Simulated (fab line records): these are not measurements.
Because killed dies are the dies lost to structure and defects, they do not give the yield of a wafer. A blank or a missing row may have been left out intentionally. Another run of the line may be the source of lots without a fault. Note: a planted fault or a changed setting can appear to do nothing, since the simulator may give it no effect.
A lot that was struck, set against a sound lot    flow n5-finfet    27 out of 1938 route steps
Sound: these wafers, L351.4, L351.5, L351.6. Struck: wafers L356.1, L356.3. At the end, the cause is stated.
At each step with rows: each side's tool, then ch and its chambers, then its first start. Under that, the readings that differ: sound wafers    struck wafers    difference of the means    sigmas: that difference in standard deviations of wafers without a fault.
alike: readings whose means differ by less than 2 such deviations, and words and numbers that are the same on both sides. not compared: withheld readings, readings that some wafer has no value for, bounds like >300 that may hide the same value, and numbers for which the record gives no deviation and whose values overlap.
Wherever a step has rows on one side only, a row that says differs or no value, or a row with sigmas, the two part there. Non-overlapping numbers with no deviation appear without sigmas and do not part them. Lack of a reading on every wafer of one side parts them only where that side has two or more wafers.

first, 5 steps without rows for these wafers: N5_SD_EPI_N_EBR_05; N5_SD_EPI_N_SOFTBAKE_04 (time 60 s); N5_SD_EPI_N_EXPOSE_06 (exposes mask SD N BLK, target cd 120 nm); N5_SD_EPI_N_PEB_07 (peb time 60 s); N5_SD_EPI_N_DEVELOP_08 (develop time 30 s).
N5_SD_EPI_N_CD_MEAS_09 targets a cd of 120 nm.
  sound on cd-sem-02 ch 0, day 3 05:04; struck on cd-sem-01 ch 0, day 4 12:40
  alike: cd-nm
N5_SD_EPI_N_OVL_MEAS_10:
  sound on overlay-01 ch 0, day 3 05:05; struck on overlay-01 ch 0, day 4 12:41
  alike: SD_N_BLK_OVL
N5_SD_EPI_N_INSPECT_11: inspects for defects (macro).
  struck on defect-inspect-01, day 4 12:43; sound on defect-inspect-02, day 3 05:07
  alike: raw-defect-count
N5_SD_EPI_N_DESCUM_14: chemistry O2, time 7.9 s.
  sound on rie-diel-03 ch 0,1,2, day 3 05:10; struck on rie-diel-03 ch 0,2, day 4 12:45
reading                 sound  struck   difference                    sigmas
rf-hours-counter-h (h)  - - -  156 193  no value on the sound wafers  
  alike: drypump-motor-current-A, oes-product-au, rf-vpp-V, showerhead-plenum-p-Torr, throttle-valve-pct
N5_SD_EPI_N_ETCH_34: etches SiARC in CF4, target depth 45.5 nm, time 75.8 s.
  sound on rie-diel-03 ch 0,1,2, day 3 05:13; struck on rie-diel-03 ch 0,2, day 4 12:47
reading                 sound  struck   difference                    sigmas
rf-hours-counter-h (h)  - - -  157 193  no value on the sound wafers  
  alike: drypump-motor-current-A, etch-rf-on-time-s, mfc-ar-sccm, oes-product-au, rf-vpp-V, showerhead-plenum-p-Torr, throttle-valve-pct
N5_SD_EPI_N_ETCH_35: etches SOC in N2/H2, overetch 108 nm, time 486 s.
  sound on rie-diel-03 ch 0,1,2, day 3 05:24; struck on rie-diel-03 ch 0,2, day 4 12:50
reading                 sound  struck   difference                    sigmas
rf-hours-counter-h (h)  - - -  157 194  no value on the sound wafers  
  alike: drypump-motor-current-A, oes-product-au, rf-vpp-V, showerhead-plenum-p-Torr, throttle-valve-pct
then, 1 step without rows for these wafers: N5_SD_EPI_N_STRIP_36 (strips in N2/H2).
N5_SD_EPI_N_ETCHBACK_44: etches SiNx in CH3F/O2, stops on SiO2, target depth 14.5 nm.
  sound on rie-diel-03 ch 0,1,2, day 3 05:37; struck on rie-diel-03 ch 0,2, day 4 13:10
reading                                      sound           struck     difference                    sigmas
oes-product-au (a.u.)                        0.65 0.79 0.64  0.52 0.51  -0.18                         -3
rf-hours-counter-h (h)                       - - -           157 194    no value on the sound wafers  
model.SiARC_of_SD_EPI_N_COAT_33.thk-nm (nm)  16.2 15.4 16.4  18.2 18    +2.1                          
  alike: CH3F_flow_sccm, drypump-motor-current-A, mfc-ar-sccm, oes_ar_750_au, rf-vpp-V, showerhead-plenum-p-Torr, throttle-valve-pct
N5_SD_EPI_N_ETCH_45: etches SiOCN in CH3F/O2, target depth 6 nm.
  sound on rie-diel-03 ch 0,1,2, day 3 05:43; struck on rie-diel-03 ch 0,2, day 4 13:16
reading                 sound           struck     difference                    sigmas
oes-product-au (a.u.)   0.76 0.94 0.74  0.28 0.28  -0.53                         -7
rf-hours-counter-h (h)  - - -           157 194    no value on the sound wafers  
  alike: CH3F_flow_sccm, drypump-motor-current-A, mfc-ar-sccm, rf-vpp-V, showerhead-plenum-p-Torr, throttle-valve-pct
N5_SD_EPI_N_ETCH_16: etches SiO2 in CHF3/O2, target depth 5 nm.
  sound on rie-diel-03 ch 0,1,2, day 3 05:47; struck on rie-diel-03 ch 0,2, day 4 13:22
reading                                      sound           struck     difference                    sigmas
rf-hours-counter-h (h)                       - - -           157 194    no value on the sound wafers  
model.SiARC_of_SD_EPI_N_COAT_33.thk-nm (nm)  12.8 11.8 12.8  14.8 14.4  +2.1                          
  alike: drypump-motor-current-A, mfc-ar-sccm, oes_ar_750_au, oes-product-au, rf-vpp-V, showerhead-plenum-p-Torr, throttle-valve-pct
then, 1 step without rows for these wafers: N5_SD_EPI_N_STRIP_47 (strips in CHF3/O2).
N5_SD_EPI_N_SD_RECESS_17: chemistry HBr/Cl2/O2, target depth 41 nm, time 23.7 s, bt time 3 s.
  sound on rie-si-01 ch 0,3, day 3 05:50; struck on rie-si-01 ch 0,2, day 4 13:26
  alike: drypump-motor-current-A, oes-product-au, throttle-valve-pct
  not compared: rf-hours-counter-h
N5_SD_EPI_N_STRIP_38: strips in N2/H2.
  sound on plasma-asher-02 ch 0,1, day 3 05:57; struck on plasma-asher-02 ch 0, day 4 13:32
  alike: drypump-motor-current-A, heater-power-w, oes-product-au
  not compared: rf-hours-counter-h
then, 5 steps without rows for these wafers: N5_SD_EPI_N_WET_ETCH_43 (etches SiO2 in dHF, time 14 s, target depth 1.5 nm); N5_SD_EPI_N_STRIP_18 (strips in SPM, time 750 s); N5_SD_EPI_N_SRD_20 (time 30 s); N5_SD_EPI_N_PRECLEAN_48 (cleans in NF3:NH3, afs cycles 2, time 20 s, sublimation time 60 s); N5_SD_EPI_N_VAPOR_ETCH_50 (etches Si in HCl, time 54 s).
N5_SD_EPI_N_EPI_21: deposits Si:P, time 690 s.
  sound on epi-rpcvd-01 ch 0, day 3 07:40; struck on epi-rpcvd-01 ch 0, day 4 14:52
reading                                    sound         struck   difference  sigmas
model.Si-P_of_SD_EPI_N_EPI_21.thk-nm (nm)  59 58.8 59.6  0.6 1.6  -58.0       
  alike: susceptor_temp_C_max
N5_SD_EPI_N_EPI_MEAS_23:
  struck on film-metro-02, day 4 17:55; sound on film-metro-02, day 3 08:34
reading      sound           struck   difference  sigmas
thk-nm (nm)  60.1 57.6 58.1  3.0 2.5  -55.9       -51
N5_SD_EPI_N_PRECLEAN_24: cleans in O3/DIW, time 60 s.
  sound on wet-bench-04 ch 2,3,5, day 3 08:36; struck on wet-bench-04 ch 3,7, day 4 17:56
reading                                    sound           struck   difference  sigmas
model.Si-P_of_SD_EPI_N_EPI_21.thk-nm (nm)  58.6 58.4 59.2  0.6 1.6  -57.6       
then, 1 step without rows for these wafers: N5_SD_EPI_N_SRD_25 (time 30 s).

== WHERE THEY PART ==
At N5_SD_EPI_N_DESCUM_14 first; at N5_SD_EPI_N_EPI_MEAS_23 last (within this record only).

WHY: what the simulator had put in
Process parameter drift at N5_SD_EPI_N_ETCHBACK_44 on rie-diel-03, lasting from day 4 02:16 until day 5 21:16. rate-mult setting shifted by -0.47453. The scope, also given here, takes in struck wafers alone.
